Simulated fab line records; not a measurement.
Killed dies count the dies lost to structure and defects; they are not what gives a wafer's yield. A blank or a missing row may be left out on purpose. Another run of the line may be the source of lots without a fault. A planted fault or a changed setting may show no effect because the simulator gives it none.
One fault seen from 3 desks / flow n5Finfet / each desk holds nothing but its own numbers, with what lay behind them at the end

## FOR THE TOOL OWNER'S DESK: rtpAnneal-01
At N5_WELL_APT_RTA_34 (time 10 s), the tool's own readings, given per lot that ran on this tool as the mean of the sampled wafers with a number. Any lot whose mean is over 4 standard deviations away from the usual mean is out of limits and marked OUT; that distance is given in the brackets. Readings shown: 7 out of 9 (the first out of limits, and those lying furthest out on some lot).
Columns: A = lampPowerPct at N5_WELL_APT_RTA_34, usual 13.01 %; B = lamp_zone_1_pct at N5_WELL_APT_RTA_34, usual 13.00 %; C = lamp_zone_2_pct at N5_WELL_APT_RTA_34, usual 12.99 %; D = lamp_zone_3_pct at N5_WELL_APT_RTA_34, usual 13.000 %; E = lamp_zone_5_pct at N5_WELL_APT_RTA_34, usual 13.00 %; F = lamp_zone_6_pct at N5_WELL_APT_RTA_34, usual 12.92 %; G = lamp_zone_7_pct at N5_WELL_APT_RTA_34, usual 13.42 %
lot=L850; first seen here=day 2 21:41; A=12.98; B=12.99; C=12.99; D=13.022; E=12.99; F=12.91; G=13.39
lot=L854; first seen here=day 3 22:55; A=12.03 (-17) OUT; B=12.04 (-31) OUT; C=12.05 (-30) OUT; D=12.067 (-33) OUT; E=12.05 (-28) OUT; F=11.97 (-28) OUT; G=12.44 (-31) OUT
lot=L855; first seen here=day 4 05:06; A=12.04 (-17) OUT; B=12.04 (-31) OUT; C=12.07 (-30) OUT; D=12.052 (-34) OUT; E=12.06 (-28) OUT; F=11.99 (-27) OUT; G=12.41 (-32) OUT
lot=L867; first seen here=day 7 04:13; A=13.02; B=13.01; C=12.99; D=13.021; E=12.99; F=12.88; G=13.42
lot=L868; first seen here=day 7 09:41; A=13.01; B=13.00; C=13.01; D=12.994; E=13.00; F=12.90; G=13.43
This desk finds L854, L855 out of limits, L854 being first, at day 3 22:55 (lampPowerPct at N5_WELL_APT_RTA_34). L850, L867, L868: within limits.

## THE DEFECT DESK
For each lot, the counts of the inspections along the route, averaged over the sampled wafers that have a number. Any lot whose mean is over 4 standard deviations away from the usual mean is out of limits and marked OUT; that distance is given in the brackets.
Columns: A = rawDefectCount at N5_WELL_APT_INSPECT_27, usual 2.2
lot=L847; first seen here=day 2 04:19; A=3.0
lot=L850; first seen here=day 2 20:52; A=2.0
lot=L854; first seen here=day 3 21:29; A=2.0
lot=L855; first seen here=day 4 03:41; A=1.7
lot=L856; first seen here=day 4 09:49; A=2.3
lot=L857; first seen here=day 4 15:28; A=0.7
lot=L863; first seen here=day 6 03:11; A=1.3
lot=L867; first seen here=day 7 03:25; A=4.0
lot=L868; first seen here=day 7 08:54; A=1.0
This desk's verdict: no lot among the 9 shows anything out of limits.

## METROLOGY DESK
What the gauges read for every lot (on any tool): the sampled wafers with a number, averaged. Any lot whose mean is over 4 standard deviations away from the usual mean is out of limits and marked OUT; that distance is given in the brackets. Readings shown: 7 out of 12 (the first out of limits, and those lying furthest out on some lot).
Columns: A = cdNm at N5_FIN_SAQP_CD_MEAS_16, usual 35.60 nm; B = DIBL_N at N5_BEOL_M4_RC_MEAS_101, usual 36.3 mV/V; C = IOFF_N_LONG at N5_BEOL_M4_RC_MEAS_101, usual 5.57e-05 nA/um; D = IOFF_P at N5_BEOL_M4_RC_MEAS_101, usual 0.214 nA/um; E = ION_P at N5_BEOL_M4_RC_MEAS_101, usual 461 uA/um; F = SS_P at N5_BEOL_M4_RC_MEAS_101, usual 73.3 mV/dec; G = VT_P at N5_BEOL_M4_RC_MEAS_101, usual -250.0 mV
lot=L847; first seen here=day 2 11:01; A=35.84; B=34.9; C=5.28e-05; D=0.183; E=455; F=72.9; G=-254.1
lot=L850; first seen here=day 3 03:17; A=35.42; B=37.1; C=5.61e-05; D=0.258; E=473; F=73.8; G=-244.4
lot=L854; first seen here=day 4 05:15; A=35.22; B=36.5; C=6.30e-05; D=0.235; E=466; F=73.4; G=-249.2
lot=L855; first seen here=day 4 11:26; A=35.66; B=35.5; C=6.42e-05 (+4.5) OUT; D=0.215; E=463; F=73.5; G=-250.2
lot=L856; first seen here=day 4 18:12; A=35.82; B=37.1; C=5.29e-05; D=0.236; E=462; F=74.2; G=-249.2
lot=L857; first seen here=day 4 22:32; A=35.55; B=37.1; C=5.45e-05; D=0.195; E=453; F=73.3; G=-251.0
lot=L863; first seen here=day 6 11:05; A=35.74; B=33.6; C=5.72e-05; D=0.180; E=456; F=72.7; G=-252.0
lot=L867; first seen here=day 7 10:01; A=35.39; B=38.4; C=5.46e-05; D=0.228; E=465; F=73.2; G=-250.1
lot=L868; first seen here=day 7 16:17; A=35.06; B=37.0; C=5.32e-05; D=0.229; E=466; F=73.9; G=-250.6
Finding of this desk: L855 out of limits, first seen on L855 at day 10 14:32 (IOFF_N_LONG at N5_BEOL_M4_RC_MEAS_101). L847, L850, L854, L856, L857, L863, L867, L868: within limits.

## BROUGHT TOGETHER
At day 3 22:55, on L854, L855, the tool owner's desk was in a position to raise an alarm.
L855 would have let the metrology desk raise an alarm at day 10 14:32.
Nothing the defect desk looked at was out of limits.
The defect desk has L854, L855 on record, within its limits.
The metrology desk holds a record of L854, inside its limits.
The lots listed all ran N5_WELL_APT_RTA_34 on rtpAnneal-01.

## WHAT WAS PUT IN BY THE SIMULATOR
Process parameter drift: rtpAnneal-01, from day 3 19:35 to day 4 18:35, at N5_WELL_APT_RTA_34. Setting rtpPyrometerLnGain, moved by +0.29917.
Shown lots that were struck: L854, L855.
Delay (hours) between the fault's onset and each desk's first out-of-limits reading: 3 at the tool owner's desk, 163 at the metrology desk.
